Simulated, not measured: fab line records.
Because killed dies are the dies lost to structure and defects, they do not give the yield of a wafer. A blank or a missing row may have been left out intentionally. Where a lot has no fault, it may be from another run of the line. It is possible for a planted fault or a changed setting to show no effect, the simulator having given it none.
fab line records	flow nand-harc
record lots=7	wafers=21	last-day=32
route steps=1302 shown P_GATE@113 END@1302
lots that met no fault: from a run of the same line without faults
start-h: the number of hours between the record's first day and the start of the first shown wafer of the lot	wait-h: how many hours have passed since the lot's step before this one	" unchanged from the row above	L1.1+2: several wafers, shown together as one row	- value missing, or start not given	* or withheld: withheld	< > ~ a bound
route shown NAME@n: a module of which the file shows steps, and the number in the route of the first	usual: mean and standard deviation over wafers with no fault	same: alike in all rows	chamber/n: place in a boat	sites: the reading at each site	_std_site: standard deviation of those values	_edge_site: mean of outer sites minus mean of inner sites	radius-mm: for every site, how far away it sits from the centre of the wafer	mask NAME#n: copy n	behind: the tool/chamber that last shaped the wafer	hold: reason for holding the lot/hours on hold/outcome of the hold	device: the transistor (n, p or np) that didn't switch	end of line: the tests these same wafers got at the end of their route	a step without rows: its recipe alone	killed: dies lost to structure and defects at the first sort, not the wafer's yield	map: the dies of a wafer, with x for killed, . for not killed, _ for no die there
set.NAME: the setting as run; set.NAME@STEP: as run at that earlier step	model.NAME: the simulator's own value behind a step, which no gauge read
lots at selected steps of the route; one table per step, one row per wafer
services: the hour from which a tool's chamber was out of use, counted from the record's first day as start-h (under 0 if before that day), plus the number of hours and why
## steps
# step NHARC_P_GATE_OXIDE_02
# recipe target-thk-a=375	temp-c=950	p-h2o-torr=720	ox-time-s=365	material=SiO2
# step NHARC_P_GATE_DEHYDRATE_03
# recipe temp-c=150	time-s=120
# step NHARC_P_GATE_HMDS_04
# recipe time-s=30
# step NHARC_P_GATE_COAT_05
# recipe spin-rpm=4690
# step NHARC_P_GATE_SOFTBAKE_06
# recipe temp-c=122	time-s=95
# step NHARC_P_GATE_EBR_07
# step NHARC_P_GATE_EXPOSE_08
# recipe na=0.6	dose-mj=16.75	mask-id=P_HV
# step NHARC_P_GATE_PEB_09
# recipe peb-temp-c=118	peb-time-s=85
# step NHARC_P_GATE_DEVELOP_10
# recipe time-s=70
# step NHARC_P_GATE_CD_MEAS_11
# recipe target-cd-nm=1640	landing-energy-ev=500
# usual cd-nm=1640.4/1.8
lot.wafer	tool	chamber	start-h	wait-h	cd-nm
L928.1	cd-sem-03	0	98.29	-	1641.1
L928.2	"	0	"	"	1641.7
L928.6	"	0	"	"	1640.4
L929.1	cd-sem-01	0	111.44	-	1637.7
L929.4	"	0	"	"	1640.0
L929.6	"	0	"	"	1640.1
L930.3	cd-sem-01	0	117.68	-	1639.2
L930.4	"	0	"	"	1640.2
L930.6	"	0	"	"	1638.8
L931.2	cd-sem-03	0	127.89	-	1642.1
L931.5	"	0	"	"	1639.4
L931.6	"	0	"	"	1639.8
L940.2	cd-sem-03	0	229.43	-	1644.0
L940.3	"	0	"	"	1641.0
L940.6	"	0	"	"	1639.9
L941.2	cd-sem-01	0	229.59	-	1642.8
L941.4	"	0	"	"	1640.1
L941.5	"	0	"	"	1639.2
L947.1	cd-sem-01	0	289.93	-	1642.5
L947.4	"	0	"	"	1644.8
L947.6	"	0	"	"	1644.3
# step NHARC_P_GATE_HARDBAKE_12
# recipe temp-c=125	time-s=80
# step NHARC_P_GATE_DESCUM_13
# recipe time-s=3	o2-flow-sccm=200	ar-flow-sccm=0	bias-power-w=0	chemistry=O2
# step NHARC_P_GATE_ETCH_14
# recipe target-depth-a=488	chemistry=dHF	material=SiO2
lot.wafer	tool	chamber	start-h	wait-h
L928.1+6+2	wet-bench-03	0,1,3	98.59	0.1
L929.6+1+4	wet-bench-03	6,7,0	111.74	0.1
L930.6+3+4	wet-bench-02	6,1,2	118.01	0.1
L931.6+5+2	wet-bench-09	1,3,4	128.19	0.1
L940.3+2+6	wet-bench-03	1,4,6	229.72	0.1
L941.4+2+5	wet-bench-09	4,5,1	229.88	0.1
L947.1+6+4	wet-bench-09	4,6,7	290.22	0.1
# step NHARC_P_GATE_STRIP_15
# recipe time-s=780	temp-c=130	chemistry=SPM
# step NHARC_P_GATE_PRECLEAN_71
# recipe time-s=*	temp-c=50	bath-age-min=0	chemistry=SC1
# step NHARC_P_GATE_SRD_72
# step NHARC_P_GATE_OXIDE_16
# recipe target-thk-a=30	temp-c=875	ox-time-s=392	material=SiO2
# step NHARC_P_GATE_CVD_17
# recipe target-thk-a=1500	temp-c=620	time-s=900	material=poly-Si
# step NHARC_P_GATE_HM_DEP_102
# recipe target-thk-a=1200	temp-c=400	material=aC
# step NHARC_P_GATE_DEP_103
# recipe target-thk-a=300	target-thk-nm=30	temp-c=400	flow-sccm=200	rf-w=350	material=SiON
# step NHARC_P_GATE_DEHYDRATE_18
# recipe temp-c=150	time-s=120
# step NHARC_P_GATE_HMDS_19
# recipe time-s=30
# step NHARC_P_GATE_COAT_20
# recipe spin-rpm=1500	resist-thk-nm=90
# step NHARC_P_GATE_SOFTBAKE_21
# recipe temp-c=105	time-s=55
# step NHARC_P_GATE_EBR_22
# step NHARC_P_GATE_EXPOSE_23
# recipe na=1.35	target-cd-nm=120	dose-mj=93.91	mask-id=P_GATE
# step NHARC_P_GATE_PEB_24
# recipe peb-temp-c=100	peb-time-s=65
# step NHARC_P_GATE_DEVELOP_25
# recipe develop-time-s=35	dev-temp-c=23
# step NHARC_P_GATE_CD_MEAS_26
# recipe target-cd-nm=120	landing-energy-ev=500
# usual cd-nm=120.0/0.61
lot.wafer	tool	chamber	start-h	wait-h	cd-nm
L928.1	cd-sem-03	0	112.45	-	120.3
L928.2	"	0	"	"	119.0
L928.6	"	0	"	"	119.4
L929.1	cd-sem-01	0	125.68	-	119.6
L929.4	"	0	"	"	119.6
L929.6	"	0	"	"	119.9
L930.3	cd-sem-03	0	133.05	-	120.2
L930.4	"	0	"	"	120.3
L930.6	"	0	"	"	120.1
L931.2	cd-sem-03	0	144.71	-	120.4
L931.5	"	0	"	"	119.9
L931.6	"	0	"	"	120.5
L940.2	cd-sem-03	0	244.76	-	119.4
L940.3	"	0	"	"	120.8
L940.6	"	0	"	"	120.1
L941.2	cd-sem-01	0	245.25	-	119.8
L941.4	"	0	"	"	119.0
L941.5	"	0	"	"	119.9
L947.1	cd-sem-01	0	305.35	-	120.2
L947.4	"	0	"	"	119.8
L947.6	"	0	"	"	120.9
# step NHARC_P_GATE_OVL_MEAS_27
# usual overlay-x-nm=-0.2/0.68	overlay-y-nm=-0.1/0.79
lot.wafer	tool	chamber	start-h	wait-h	overlay-x-nm	overlay-y-nm
L928.1	overlay-01	-	112.54	-	-1.2	-0.3
L928.2	"	-	"	"	-1.1	0.6
L928.6	"	-	"	"	-1.0	0.3
L929.1	overlay-01	-	125.77	-	0.4	0.3
L929.4	"	-	"	"	-0.4	0.8
L929.6	"	-	"	"	0.5	0.9
L930.3	overlay-01	-	133.13	-	-0.1	-1.2
L930.4	"	-	"	"	0.0	-0.9
L930.6	"	-	"	"	0.3	-0.8
L931.2	overlay-01	-	144.79	-	-0.6	-0.7
L931.5	"	-	"	"	-0.4	-0.4
L931.6	"	-	"	"	-0.5	-0.4
L940.2	overlay-02	-	244.84	-	0.6	-0.4
L940.3	"	-	"	"	1.4	0.8
L940.6	"	-	"	"	0.5	0.2
L941.2	overlay-01	-	245.34	-	-0.7	-1.8
L941.4	"	-	"	"	-0.8	-1.1
L941.5	"	-	"	"	-0.9	-1.1
L947.1	overlay-02	-	305.44	-	-0.3	0.0
L947.4	"	-	"	"	-1.0	-0.2
L947.6	"	-	"	"	-1.1	0.2
# step NHARC_P_GATE_INSPECT_28
# usual raw-defect-count=7/3.4
lot.wafer	tool	chamber	start-h	wait-h	raw-defect-count
L928.1	defect-inspect-01	-	112.57	0.0	3
L928.2	"	-	"	"	1
L928.6	"	-	"	"	15
L929.1	defect-inspect-02	-	125.81	0.0	4
L929.4	"	-	"	"	2
L929.6	"	-	"	"	3
L930.3	defect-inspect-02	-	133.17	0.0	6
L930.4	"	-	"	"	4
L930.6	"	-	"	"	7
L931.2	defect-inspect-01	-	144.83	0.0	6
L931.5	"	-	"	"	6
L931.6	"	-	"	"	6
L940.2	defect-inspect-01	-	244.88	0.0	10
L940.3	"	-	"	"	9
L940.6	"	-	"	"	9
L941.2	defect-inspect-01	-	245.37	0.0	4
L941.4	"	-	"	"	6
L941.5	"	-	"	"	4
L947.1	defect-inspect-01	-	305.48	0.0	8
L947.4	"	-	"	"	1
L947.6	"	-	"	"	3
# step NHARC_P_GATE_DESCUM_31
# recipe time-s=3	o2-flow-sccm=200	ar-flow-sccm=0	bias-power-w=0	chemistry=O2
# usual drypump-motor-current-A=5.9/0.52	oes-product-au=1.001/0.01	rf-vpp-V=57.6/0.81	showerhead-plenum-p-Torr=1.89/0.068	throttle-valve-pct=11.311/0.0092
# same bias-power-w=0
lot.wafer	tool	chamber	start-h	wait-h	drypump-motor-current-A	oes-product-au	rf-hours-counter-h	rf-vpp-V	showerhead-plenum-p-Torr	throttle-valve-pct
L928.1	rie-diel-01	0	112.64	0.1	6.7	0.994	8	58.5	1.91	11.317
L928.2	"	2	"	"	5.9	1.010	4	59.0	1.95	11.317
L928.6	"	3	"	"	6.5	1.007	-	58.2	1.88	11.316
L929.4	rie-diel-01	1	125.87	0.1	5.4	1.008	9	56.6	1.80	11.312
L929.1	"	0	"	"	6.7	0.993	9	58.9	1.91	11.307
L929.6	"	2	"	"	5.9	1.009	-	57.7	1.94	11.296
L930.4	rie-diel-09	3	133.23	0.1	6.1	0.983	5	56.6	1.85	11.321
L930.3	"	0	"	"	6.5	0.990	5	57.3	1.81	11.310
L930.6	"	3	"	"	6.1	0.992	-	57.6	1.85	11.319
L931.2	rie-diel-03	2	144.89	0.1	5.1	1.007	2	58.0	1.79	11.304
L931.6	"	2	"	"	5.1	1.028	-	58.0	1.79	11.306
L931.5	"	3	"	"	5.8	1.026	-	57.7	1.93	11.300
L940.3	rie-diel-03	1	244.94	0.1	5.5	1.003	8	57.5	1.89	11.309
L940.2	"	0	"	"	6.0	1.004	7	57.8	1.87	11.308
L940.6	"	1	"	"	5.5	1.012	-	58.4	1.89	11.316
L941.2	rie-diel-03	1	245.44	0.1	5.5	1.011	8	57.9	1.89	11.307
L941.4	"	2	"	"	5.1	1.008	7	55.7	1.79	11.333
L941.5	"	0	"	"	6.0	1.002	-	58.7	1.87	11.309
L947.4	rie-diel-09	3	305.54	0.1	6.1	0.997	10	57.7	1.85	11.321
L947.1	"	0	"	"	6.6	0.993	10	56.6	1.80	11.306
L947.6	"	0	"	"	6.5	0.994	-	57.1	1.80	11.308
# step NHARC_P_GATE_ETCH_104
# recipe target-depth-a=600	time-s=withheld	cf4-flow-sccm=100	chf3-flow-sccm=30	ar-flow-sccm=0	rf-w=500	bias-w=200	chemistry=CF4/CHF3
# step NHARC_P_GATE_HM_OPEN_105
# recipe target-depth-a=3600	o2-flow-sccm=400	cos-flow-sccm=20	ar-flow-sccm=0	rf-w=500	bias-w=300	chemistry=O2/COS
# usual drypump-motor-current-A=5.9/0.52	oes-product-au=1.002/0.01	rf-vpp-V=466.5/2.4	showerhead-plenum-p-Torr=3.09/0.11	throttle-valve-pct=28.330/0.0093
lot.wafer	tool	chamber	start-h	wait-h	drypump-motor-current-A	oes-product-au	rf-hours-counter-h	rf-vpp-V	showerhead-plenum-p-Torr	throttle-valve-pct
L928.2	rie-diel-01	3	-	-	6.4	1.024	6	465.1	3.08	28.318
L928.1	"	2	"	"	5.9	1.002	5	467.1	3.17	28.343
L928.6	"	3	"	"	6.4	1.012	-	466.4	3.08	28.321
L929.1	rie-diel-01	3	-	-	6.5	1.009	7	465.9	3.08	28.339
L929.4	"	1	"	"	5.5	1.002	9	462.1	2.94	28.320
L929.6	"	3	"	"	6.4	1.012	-	467.6	3.08	28.328
L930.3	rie-diel-09	0	-	-	6.5	0.997	5	463.6	2.96	28.320
L930.4	"	2	"	"	5.8	0.990	6	470.3	3.30	28.334
L930.6	"	0	"	"	6.6	1.017	-	465.9	2.96	28.327
L931.2	rie-diel-03	0	-	-	6.0	1.008	0	467.4	3.06	28.330
L931.6	"	2	"	"	5.1	1.021	-	463.3	2.94	28.320
L931.5	"	3	"	"	5.8	1.022	-	467.3	3.15	28.322
L940.3	rie-diel-03	1	-	-	5.5	0.994	8	466.5	3.08	28.326
L940.2	"	2	"	"	5.1	1.009	7	462.1	2.94	28.345
L940.6	"	0	"	"	6.0	0.987	-	464.9	3.06	28.321
L941.4	rie-diel-03	3	-	-	5.8	1.024	8	468.7	3.15	28.319
L941.2	"	0	"	"	6.0	1.011	7	466.7	3.06	28.333
L941.5	"	0	"	"	6.0	1.013	-	465.6	3.06	28.337
L947.1	rie-diel-09	1	-	-	4.9	1.002	10	469.8	3.25	28.322
L947.4	"	3	"	"	6.1	0.997	10	464.8	3.02	28.316
L947.6	"	1	"	"	4.9	1.002	-	469.4	3.25	28.326
# step NHARC_P_GATE_STRIP_106
# recipe o2-flow-sccm=400	cos-flow-sccm=20	ar-flow-sccm=0	bias-w=0	chemistry=O2/COS
# step NHARC_P_GATE_ETCH_114
# recipe target-depth-a=300	overetch-a=30	time-s=16.5	ion-energy-ev=100	cf4-flow-sccm=80	o2-flow-sccm=20	ar-flow-sccm=0	rf-w=300	bias-w=100	chemistry=CF4/O2
# usual drypump-motor-current-A=5.8/0.51	oes-product-au=1.003/0.01	rf-vpp-V=197.5/1.3	showerhead-plenum-p-Torr=1.32/0.049	throttle-valve-pct=13.397/0.0087
lot.wafer	tool	chamber	start-h	wait-h	drypump-motor-current-A	oes-product-au	rf-hours-counter-h	rf-vpp-V	showerhead-plenum-p-Torr	throttle-valve-pct
L928.1	rie-diel-01	0	-	-	6.7	0.986	8	197.7	1.33	13.387
L928.2	"	2	"	"	5.9	1.006	5	198.3	1.36	13.389
L928.6	"	3	"	"	6.4	1.004	-	197.3	1.32	13.394
L929.1	rie-diel-01	2	-	-	5.9	1.010	6	199.1	1.36	13.396
L929.4	"	0	"	"	6.7	0.995	9	197.6	1.33	13.396
L929.6	"	1	"	"	5.4	1.010	-	195.2	1.25	13.396
L930.3	rie-diel-09	3	-	-	6.1	0.987	5	197.1	1.29	13.408
L930.4	"	0	"	"	6.5	1.003	5	194.8	1.26	13.396
L930.6	"	2	"	"	5.8	0.995	-	199.2	1.42	13.398
L931.2	rie-diel-03	1	-	-	5.5	0.997	1	197.4	1.32	13.386
L931.6	"	0	"	"	6.0	1.018	-	198.3	1.31	13.390
L931.5	"	1	"	"	5.5	0.997	-	198.0	1.32	13.417
L940.3	rie-diel-03	1	-	-	5.5	1.003	8	199.0	1.32	13.399
L940.2	"	0	"	"	6.0	0.992	7	198.2	1.31	13.399
L940.6	"	2	"	"	5.1	1.014	-	195.9	1.25	13.407
L941.4	rie-diel-03	3	-	-	5.7	1.001	8	198.3	1.35	13.405
L941.2	"	0	"	"	6.0	1.006	7	198.1	1.31	13.407
L941.5	"	2	"	"	5.1	1.011	-	195.6	1.25	13.383
L947.4	rie-diel-09	3	-	-	6.1	1.002	10	197.2	1.29	13.413
L947.1	"	0	"	"	6.5	0.999	10	197.3	1.26	13.392
L947.6	"	1	"	"	4.9	1.006	-	198.5	1.39	13.404
# step NHARC_P_GATE_ETCH_32
# recipe target-depth-a=1500	over-etch-frac=1	over-etch-ion-energy-ev=40	time-s=100.1	hbr-flow-sccm=150	cl2-flow-sccm=50	rf-w=400	icp-w=400	bias-w=100	chemistry=HBr/Cl2
# usual drypump-motor-current-A=6.0/0.54	oes-product-au=1.004/0.0092	throttle-valve-pct=26.407/0.0088
lot.wafer	tool	chamber	start-h	wait-h	drypump-motor-current-A	oes-product-au	rf-hours-counter-h	throttle-valve-pct
L928.1	rie-si-01	2	113.16	-	6.8	1.010	0.43	26.407
L928.2	"	3	"	"	5.5	0.994	0.52	26.415
L928.6	"	0	"	"	6.3	1.000	-	26.409
L929.4	rie-si-02	3	126.35	-	5.9	1.016	0.08	26.409
L929.1	"	1	"	"	5.0	0.995	0.15	26.402
L929.6	"	3	"	"	5.9	1.009	-	26.408
L930.3	rie-si-01	1	133.69	-	6.7	0.999	0.68	26.394
L930.6	"	1	"	"	6.8	1.000	-	26.414
L930.4	"	2	"	"	6.8	0.997	-	26.405
L931.2	rie-si-02	2	145.35	-	5.9	1.014	0.31	26.401
L931.5	"	2	"	"	5.9	1.016	-	26.417
L931.6	"	3	"	"	5.9	1.021	-	26.410
L940.2	rie-si-01	3	245.42	-	5.5	1.005	0.25	26.400
L940.3	"	1	"	"	6.8	0.989	0.31	26.415
L940.6	"	3	"	"	5.5	1.003	-	26.388
L941.4	rie-si-04	2	245.90	-	5.8	0.993	0.33	26.416
L941.2	"	3	"	"	6.1	0.999	0.31	26.420
L941.5	"	2	"	"	5.7	1.000	-	26.411
L947.1	rie-si-01	2	306.04	-	6.9	1.006	0.60	26.404
L947.4	"	0	"	"	6.2	0.998	-	26.406
L947.6	"	2	"	"	6.8	1.014	-	26.425
# step NHARC_P_GATE_STRIP_108
# recipe o2-flow-sccm=500	ar-flow-sccm=0	bias-w=0	chemistry=O2
# usual drypump-motor-current-A=5.9/0.55	oes-product-au=1.001/0.01	rf-vpp-V=57.8/0.88	showerhead-plenum-p-Torr=3.49/0.13	throttle-valve-pct=17.036/0.0092
lot.wafer	tool	chamber	start-h	wait-h	drypump-motor-current-A	oes-product-au	rf-hours-counter-h	rf-vpp-V	showerhead-plenum-p-Torr	throttle-valve-pct
L928.2	rie-diel-09	1	113.30	-	4.9	1.014	5	58.6	3.68	17.042
L928.1	"	3	"	"	6.1	0.994	5	57.1	3.43	17.035
L928.6	"	0	"	"	6.6	1.005	-	57.2	3.34	17.035
L929.4	rie-diel-09	0	126.49	-	6.6	1.006	5	58.0	3.34	17.025
L929.1	"	2	"	"	5.8	0.998	6	58.5	3.73	17.048
L929.6	"	1	"	"	4.9	1.016	-	57.5	3.68	17.019
L930.4	rie-diel-09	0	133.88	-	6.5	0.989	5	58.4	3.34	17.038
L930.3	"	2	"	"	5.8	0.992	6	59.1	3.73	17.035
L930.6	"	0	"	"	6.6	0.998	-	57.8	3.34	17.046
L931.2	rie-diel-03	3	145.56	-	5.8	1.013	2	57.9	3.56	17.029
L931.6	"	0	"	"	6.0	1.009	-	58.6	3.46	17.034
L931.5	"	1	"	"	5.5	0.996	-	58.3	3.48	17.029
L940.3	rie-diel-09	3	245.56	-	6.1	0.989	4	55.6	3.42	17.036
L940.2	"	1	"	"	4.9	0.995	5	57.1	3.68	17.049
L940.6	"	3	"	"	6.1	0.986	-	56.5	3.42	17.044
L941.4	rie-diel-09	2	246.06	-	5.9	0.999	5	58.1	3.73	17.026
L941.2	"	3	"	"	6.0	1.007	4	57.5	3.42	17.049
L941.5	"	3	"	"	6.0	0.998	-	58.1	3.42	17.046
L947.1	rie-diel-03	3	306.23	-	5.8	1.014	0	56.2	3.56	17.050
L947.4	"	2	"	"	5.1	1.005	-	57.6	3.32	17.042
L947.6	"	3	"	"	5.8	1.021	-	56.9	3.56	17.015
# step NHARC_P_GATE_CD_MEAS_33
# usual cd-nm=120.7/2.9
lot.wafer	tool	chamber	start-h	wait-h	cd-nm
L928.1	cd-sem-02	-	113.46	-	119.1
L928.2	"	-	"	"	117.8
L928.6	"	-	"	"	117.4
L929.1	cd-sem-01	-	126.67	-	114.3
L929.4	"	-	"	"	120.1
L929.6	"	-	"	"	115.5
L930.3	cd-sem-03	-	134.07	-	126.5
L930.4	"	-	"	"	117.6
L930.6	"	-	"	"	126.4
L931.2	cd-sem-03	-	145.69	-	121.8
L931.5	"	-	"	"	119.1
L931.6	"	-	"	"	121.0
L940.2	cd-sem-01	-	245.74	-	122.7
L940.3	"	-	"	"	126.6
L940.6	"	-	"	"	122.4
L941.2	cd-sem-01	-	246.24	-	119.7
L941.4	"	-	"	"	116.1
L941.5	"	-	"	"	116.2
L947.1	cd-sem-02	-	306.40	0.1	119.7
L947.4	"	-	"	"	118.9
L947.6	"	-	"	"	119.6
# step NHARC_P_GATE_STRIP_35
# recipe time-s=600	temp-c=130	chemistry=SPM
# step NHARC_P_GATE_PRECLEAN_73
# recipe time-s=*	temp-c=50	bath-age-min=0	chemistry=SC1
# step NHARC_P_GATE_SRD_74
# step NHARC_END_SORT_01
# recipe temp-c=25
# usual killed-at-array=57/19	killed-at-other=0.9/1.1	killed-at-periphery=4.0/2.6	killed-dies=62/19	killed-open=3.3/1.8	killed-short=2.4/1.7
# same gross-dies=677
lot.wafer	tool	chamber	start-h	wait-h	killed-at-array	killed-at-other	killed-at-periphery	killed-dies	killed-open	killed-short
L929.1	prober-01	0	580.11	2.5	25	0	652	677	2	5
L929.4	prober-01	0	582.50	3.4	30	1	646	677	4	0
L929.6	prober-01	0	584.09	4.0	16	1	660	677	3	1
L931.2	prober-02	0	599.95	2.8	88	0	589	677	1	1
L931.5	prober-02	0	602.34	3.7	73	0	604	677	4	1
L931.6	prober-02	0	603.14	4.0	82	0	595	677	4	6
L930.3	prober-01	0	600.71	3.1	55	0	622	677	2	4
L930.4	prober-01	0	601.51	3.4	39	0	638	677	3	1
L930.6	prober-01	0	603.10	4.0	50	0	627	677	3	2
# killed by level:class
L929.1 P_GATE:area-etch=646 A_CHANNEL_HOLE_D2:chamber-film-flake=6 A_CHANNEL_HOLE_D1:chamber-film-flake=5 A_CONTACT:chamber-film-flake=4 A_SLIT:chamber-film-flake=3 A_ONON_D2:geometric-particle:short=2 P_CONTACT:chamber-film-flake=2 A_BONDPAD:chamber-film-flake=2
L929.4 P_GATE:area-etch=638 A_CHANNEL_HOLE_D2:chamber-film-flake=17 P_CONTACT:chamber-film-flake=4 A_SLIT:chamber-film-flake=4 P_GATE:chamber-film-flake=2 A_WL_FILL:chamber-film-flake=2 A_CONTACT:chamber-film-flake=2 P_GATE:geometric-particle:open=1
L929.6 P_GATE:area-etch=650 P_CONTACT:chamber-film-flake=6 A_CHANNEL_HOLE_D2:chamber-film-flake=5 P_ZERO_WELL:chamber-film-flake=2 A_CONTACT:chamber-film-flake=2 A_BONDPAD:chamber-film-flake=2 P_M0:geometric-particle:open=1 A_CHANNEL_FILL_D1:geometric-particle:open=1
L931.2 P_GATE:area-etch=589 A_CHANNEL_HOLE_D1:chamber-film-flake=33 A_CHANNEL_HOLE_D2:chamber-film-flake=24 A_SLIT:chamber-film-flake=14 A_CONTACT:chamber-film-flake=10 A_STAIRCASE:chamber-film-flake=3 A_DECK1_JOINT:chamber-film-flake=2 A_WL_FILL:geometric-particle:open=1
L930.3 P_GATE:area-etch=617 A_CHANNEL_HOLE_D1:chamber-film-flake=28 A_CHANNEL_HOLE_D2:chamber-film-flake=16 A_CHANNEL_FILL_D1:chamber-film-flake=3 A_CHANNEL_FILL_D2:chamber-film-flake=2 P_CONTACT:geometric-particle:open=1 P_M2:geometric-particle:open=1 P_M2:geometric-particle:short=1
L930.4 P_GATE:area-etch=633 A_CHANNEL_HOLE_D1:chamber-film-flake=24 A_CHANNEL_HOLE_D2:chamber-film-flake=10 P_STI:chamber-film-flake=2 P_CONTACT:geometric-particle:open=1 A_SOURCE_PLATE:geometric-particle:short=1 A_CHANNEL_FILL_D2:geometric-particle:open=1 A_BLC:geometric-particle:open=1
L931.5 P_GATE:area-etch=599 A_CHANNEL_HOLE_D2:chamber-film-flake=27 A_CHANNEL_HOLE_D1:chamber-film-flake=24 A_SLIT:chamber-film-flake=12 A_CONTACT:chamber-film-flake=5 P_STI:chamber-film-flake=2 P_M0:geometric-particle:open=1 A_SOURCE_PLATE:geometric-particle:open=1
L930.6 P_GATE:area-etch=619 A_CHANNEL_HOLE_D1:chamber-film-flake=33 A_CHANNEL_HOLE_D2:chamber-film-flake=12 P_ZERO_WELL:chamber-film-flake=3 P_STI:chamber-film-flake=3 A_ONON_D2:geometric-particle:short=2 P_M0:geometric-particle:open=1 A_ONON_D2:geometric-particle:open=1
L931.6 P_GATE:area-etch=593 A_SLIT:chamber-film-flake=29 A_CHANNEL_HOLE_D1:chamber-film-flake=24 A_CHANNEL_HOLE_D2:chamber-film-flake=14 A_CONTACT:chamber-film-flake=5 P_M0:geometric-particle:open=2 A_SOURCE_PLATE:geometric-particle:open=1 A_SOURCE_PLATE:geometric-particle:short=1
# map L929.1 (x killed, . not)
____________x____________
_________xxxxxxx_________
_______xxxxxxxxxxx_______
______xxxxxxxxxxxxx______
_____xxxxxxxxxxxxxxx_____
____xxxxxxxxxxxxxxxxx____
____xxxxxxxxxxxxxxxxx____
___xxxxxxxxxxxxxxxxxxx___
___xxxxxxxxxxxxxxxxxxx___
__xxxxxxxxxxxxxxxxxxxxx__
__xxxxxxxxxxxxxxxxxxxxx__
_xxxxxxxxxxxxxxxxxxxxxxx_
_xxxxxxxxxxxxxxxxxxxxxxx_
_xxxxxxxxxxxxxxxxxxxxxxx_
_xxxxxxxxxxxxxxxxxxxxxxx_
_xxxxxxxxxxxxxxxxxxxxxxx_
xxxxxxxxxxxxxxxxxxxxxxxxx
xxxxxxxxxxxxxxxxxxxxxxxxx
xxxxxxxxxxxxxxxxxxxxxxxxx
xxxxxxxxxxxxxxxxxxxxxxxxx
xxxxxxxxxxxxxxxxxxxxxxxxx
_xxxxxxxxxxxxxxxxxxxxxxx_
_xxxxxxxxxxxxxxxxxxxxxxx_
_xxxxxxxxxxxxxxxxxxxxxxx_
_xxxxxxxxxxxxxxxxxxxxxxx_
_xxxxxxxxxxxxxxxxxxxxxxx_
__xxxxxxxxxxxxxxxxxxxxx__
__xxxxxxxxxxxxxxxxxxxxx__
___xxxxxxxxxxxxxxxxxxx___
___xxxxxxxxxxxxxxxxxxx___
____xxxxxxxxxxxxxxxxx____
____xxxxxxxxxxxxxxxxx____
_____xxxxxxxxxxxxxxx_____
______xxxxxxxxxxxxx______
_______xxxxxxxxxxx_______
_________xxxxxxx_________
____________x____________
# map L930.3 (x killed, . not)
____________x____________
_________xxxxxxx_________
_______xxxxxxxxxxx_______
______xxxxxxxxxxxxx______
_____xxxxxxxxxxxxxxx_____
____xxxxxxxxxxxxxxxxx____
____xxxxxxxxxxxxxxxxx____
___xxxxxxxxxxxxxxxxxxx___
___xxxxxxxxxxxxxxxxxxx___
__xxxxxxxxxxxxxxxxxxxxx__
__xxxxxxxxxxxxxxxxxxxxx__
_xxxxxxxxxxxxxxxxxxxxxxx_
_xxxxxxxxxxxxxxxxxxxxxxx_
_xxxxxxxxxxxxxxxxxxxxxxx_
_xxxxxxxxxxxxxxxxxxxxxxx_
_xxxxxxxxxxxxxxxxxxxxxxx_
xxxxxxxxxxxxxxxxxxxxxxxxx
xxxxxxxxxxxxxxxxxxxxxxxxx
xxxxxxxxxxxxxxxxxxxxxxxxx
xxxxxxxxxxxxxxxxxxxxxxxxx
xxxxxxxxxxxxxxxxxxxxxxxxx
_xxxxxxxxxxxxxxxxxxxxxxx_
_xxxxxxxxxxxxxxxxxxxxxxx_
_xxxxxxxxxxxxxxxxxxxxxxx_
_xxxxxxxxxxxxxxxxxxxxxxx_
_xxxxxxxxxxxxxxxxxxxxxxx_
__xxxxxxxxxxxxxxxxxxxxx__
__xxxxxxxxxxxxxxxxxxxxx__
___xxxxxxxxxxxxxxxxxxx___
___xxxxxxxxxxxxxxxxxxx___
____xxxxxxxxxxxxxxxxx____
____xxxxxxxxxxxxxxxxx____
_____xxxxxxxxxxxxxxx_____
______xxxxxxxxxxxxx______
_______xxxxxxxxxxx_______
_________xxxxxxx_________
____________x____________
## services
tool	chamber	start-h	hours	kind
rie-si-04	1	92.35	4.7	repair
rie-si-02	3	92.67	13.7	repair
rie-diel-01	3	93.59	4.4	repair
rie-si-02	-	100.00	9.0	pm
rie-diel-03	-	104.88	9.0	pm
rie-diel-03	0	117.02	2.6	repair
rie-si-01	0	130.19	3.8	repair
rie-diel-09	-	143.10	9.0	pm
rie-diel-03	2	151.58	10.5	repair
wet-bench-03	-	157.17	2.3	repair
wet-bench-09	-	176.80	8.0	pm
rie-si-01	-	193.00	9.0	pm
rie-si-02	1	201.98	1.0	repair
rie-diel-01	-	203.84	9.0	pm
wet-bench-03	-	210.43	8.0	pm
rie-si-02	-	277.00	9.0	pm
rie-diel-03	-	281.88	9.0	pm
rie-diel-01	1	283.32	3.1	repair
rie-si-01	-	284.81	0.1	repair
rie-si-02	0	286.38	4.0	repair
rie-si-01	2	287.44	2.0	repair
rie-diel-01	3	291.85	2.0	repair
rie-si-01	3	300.47	19.1	repair
rie-diel-03	0	302.14	7.4	repair
## key
first-sign step=NHARC_END_SORT_01	reading=killed-at-periphery	direction=up	sigmas=99+	usual=4.0	struck=625.9
effect step=NHARC_END_SORT_01	reading=killed-dies	direction=up	sigmas=33	usual=62	struck=677
more-kills-born-at NHARC_P_GATE_ETCH_14@wet-bench-03=1934	NHARC_P_GATE_ETCH_14@wet-bench-02=1869	NHARC_P_GATE_ETCH_14@wet-bench-09=1781
met-at NHARC_P_GATE_ETCH_14
struck-wafers L929.1,L929.4,L929.6,L930.3,L930.4,L930.6,L931.2,L931.5,L931.6
later-rows-left-out L929.1,L929.4,L929.6,L930.3,L930.4,L930.6,L931.2,L931.5,L931.6
tester-left-out L929,L930,L931
onset-between 98.59 111.74
fault kind=skipped-step-whole	tool=wet-bench-02,wet-bench-03,wet-bench-09	chamber=-	onset-h=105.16	steps=NHARC_P_GATE_ETCH_14	scope=struck-lots-only
# tester-left-out: of these lots the tester's yield and bins aren't shown, on N5 and GAA mostly nor the transistor test; their killed dies are dies lost to structure and defects alone, not to doping, threshold or leakage, so they don't give the yield
# later-rows-left-out: the simulator's readings of these wafers behind a module that went badly wrong aren't trusted and aren't shown, but for the sort
